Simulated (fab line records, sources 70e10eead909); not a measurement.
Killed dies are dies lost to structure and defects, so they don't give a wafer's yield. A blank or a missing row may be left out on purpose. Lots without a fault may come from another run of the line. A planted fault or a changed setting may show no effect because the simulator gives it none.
A struck lot beside a sound one | flow nand_harc | 14 steps out of a route of 1302
Sound: wafers L587.3, L587.5, L587.6. Struck: wafers L590.2, L590.4, L590.6. The cause comes at the end.
At each step with rows: each side's tool, then ch and its chambers, then its first start. Under that, the readings that differ: sound wafers | struck wafers | difference of the means | sigmas: that difference in standard deviations of wafers without a fault.
alike: readings whose means differ by less than 2 such deviations, and words and numbers that are the same on both sides. not compared: withheld readings, readings that some wafer has no value for, bounds like >300 that may hide the same value, and numbers for which the record gives no deviation and whose values overlap.
The two part at a step that has a row with sigmas, a row that says differs or no value, or rows on one side only. Numbers that don't overlap but have no deviation are shown without sigmas and don't part them. A reading that every wafer of one side lacks parts them only if that side has two wafers or more.

first, 7 steps without rows for these wafers: NHARC_A_BLC_COAT_03 (time 65 s); NHARC_A_BLC_COAT_04 (resist thk 90 nm); NHARC_A_BLC_SOFTBAKE_05 (time 55 s); NHARC_A_BLC_EBR_06; NHARC_A_BLC_EXPOSE_07 (exposes mask A BLC, target cd 100 nm); NHARC_A_BLC_PEB_08 (peb time 65 s); NHARC_A_BLC_DEVELOP_09 (develop time 35 s).
NHARC_A_BLC_CD_MEAS_10: target cd 100 nm.
  sound on cd_sem-01 ch 0, day 25 23:49; struck on cd_sem-03 ch 0, day 27 19:52
  alike: cd_nm
NHARC_A_BLC_OVL_MEAS_11:
  sound on overlay-02, day 25 23:54; struck on overlay-01, day 27 19:57
  alike: overlay_x_nm, overlay_y_nm
NHARC_A_BLC_INSPECT_12:
  sound on defect_inspect-01, day 25 23:56; struck on defect_inspect-02, day 27 19:59
  reading          | sound       | struck   | difference | sigmas
  raw_defect_count | 182 171 168 | 78 66 64 | -104       | -3
NHARC_A_BLC_DESCUM_15: chemistry O2, time 3 s.
  sound on rie_diel-13 ch 2,3, day 26 00:00; struck on rie_diel-13 ch 1,2, day 27 20:04
  alike: drypump_motor_current_A, oes_product_au, rf_vpp_V, showerhead_plenum_p_Torr, throttle_valve_pct
  not compared: rf_hours_counter_h
NHARC_A_BLC_ETCH_16: etches the open film in CF4, target depth 39 nm, time 65 s.
  sound on rie_diel-13 ch 0,3, day 26 00:05; struck on rie_diel-13 ch 0,3, day 27 20:08
  alike: drypump_motor_current_A, oes_product_au, rf_vpp_V, run_length_s, showerhead_plenum_p_Torr, throttle_valve_pct
  not compared: rf_hours_counter_h
NHARC_A_BLC_ETCH_17: etches the open film in N2/H2, target depth 390 nm, time 609.38 s.
  sound on rie_diel-13 ch 0,2,3, day 26 00:16; struck on rie_diel-13 ch 0,1,2, day 27 20:13
  reading          | sound             | struck            | difference | sigmas
  run_length_s (s) | 630.8 630.8 630.6 | 588.9 588.9 588.8 | -41.9      | -95
  alike: drypump_motor_current_A, oes_product_au, rf_vpp_V, showerhead_plenum_p_Torr, throttle_valve_pct
  not compared: rf_hours_counter_h
NHARC_A_BLC_ETCH_18: etches the open film in C4F8/O2/Ar, target depth 910 nm.
  sound on rie_diel-13 ch 0,1; struck on rie_diel-13 ch 0,1,3
  reading               | sound             | struck            | difference | sigmas
  oes_product_au (a.u.) | 0.968 0.977 0.974 | 0.925 0.928 0.921 | -0.048     | -2
  alike: rf_vpp_V
  not compared: rf_hours_counter_h

WHERE THEY PART
First at NHARC_A_BLC_INSPECT_12; last, within this record, at NHARC_A_BLC_ETCH_18.

WHY: what the simulator had put in
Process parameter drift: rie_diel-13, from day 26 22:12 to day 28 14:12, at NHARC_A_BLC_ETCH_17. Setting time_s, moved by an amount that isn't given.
